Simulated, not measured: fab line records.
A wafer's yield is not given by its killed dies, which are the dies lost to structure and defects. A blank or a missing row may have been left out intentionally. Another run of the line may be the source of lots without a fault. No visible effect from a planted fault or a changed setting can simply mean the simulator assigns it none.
A single fault, viewed from 2 desks / flow nandHarc / every desk sees just its own numbers, and what lay behind them comes last

## THE DEFECT DESK
For each lot, the counts of the inspections along the route, averaged over the sampled wafers that have a number. Marked OUT: a lot whose mean sits more than 4 standard deviations from the usual mean, which makes it out of limits; the brackets give that distance.
Columns: A = rawDefectCount at NHARC_P_STI_INSPECT_11, usual 6.1
lot=L606; first seen here=day 2 23:10; A=7.7
lot=L607; first seen here=day 3 06:48; A=8.0
lot=L608; first seen here=day 3 14:44; A=10.0
lot=L610; first seen here=day 4 10:31; A=2.0
lot=L612; first seen here=day 5 07:58; A=5.7
lot=L614; first seen here=day 6 07:41; A=4.7
lot=L615; first seen here=day 6 18:08; A=3.3
lot=L616; first seen here=day 6 22:52; A=3.7
lot=L617; first seen here=day 7 08:43; A=6.0
lot=L620; first seen here=day 8 17:52; A=3.7
lot=L624; first seen here=day 10 10:31; A=9.7
lot=L625; first seen here=day 10 19:51; A=6.0
Finding of this desk: none of the 12 lots has anything out of limits.

## THE TOOL OWNER'S DESK: krfScanner-01
The tool's own readings at NHARC_P_GATE_EXPOSE_08 (exposes mask P HV): means of the sampled wafers that have a number, for each lot that ran on this tool. Marked OUT: a lot whose mean sits more than 4 standard deviations from the usual mean, which makes it out of limits; the brackets give that distance.
Columns: A = exposureDoseMJCm2 at NHARC_P_GATE_EXPOSE_08, usual 16.747; B = stageVelMmS at NHARC_P_GATE_EXPOSE_08, usual 499.98 mm/s
lot=L616; first seen here=day 8 07:14; A=16.748; B=499.87
lot=L617; first seen here=day 8 23:37; A=16.742; B=499.93
lot=L620; first seen here=day 10 12:46; A=16.731; B=499.93
lot=L624; first seen here=day 12 03:14; A=17.726 (+65) OUT; B=500.27
lot=L625; first seen here=day 12 03:15; A=17.700 (+64) OUT; B=500.32
This desk's verdict: out of limits on L624, L625, starting with L624 at day 12 03:14 (exposureDoseMJCm2 at NHARC_P_GATE_EXPOSE_08). In limits: L616, L617, L620.

## PUT TOGETHER
The tool owner's desk had the chance to raise an alarm at day 12 03:14 on L624, L625.
The defect desk saw nothing out of limits.
The defect desk has L624, L625 on record, within its limits.
All the named lots went through NHARC_P_GATE_EXPOSE_08 on krfScanner-01.

## WHAT WAS PUT IN BY THE SIMULATOR
Drift in process parameters on krfScanner-01 at NHARC_P_GATE_EXPOSE_08, starting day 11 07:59. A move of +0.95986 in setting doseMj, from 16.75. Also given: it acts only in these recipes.
Shown lots that were struck: L624, L625.
Delay in hours, fault start to first out-of-limits reading, by desk: the tool owner's desk at 19.
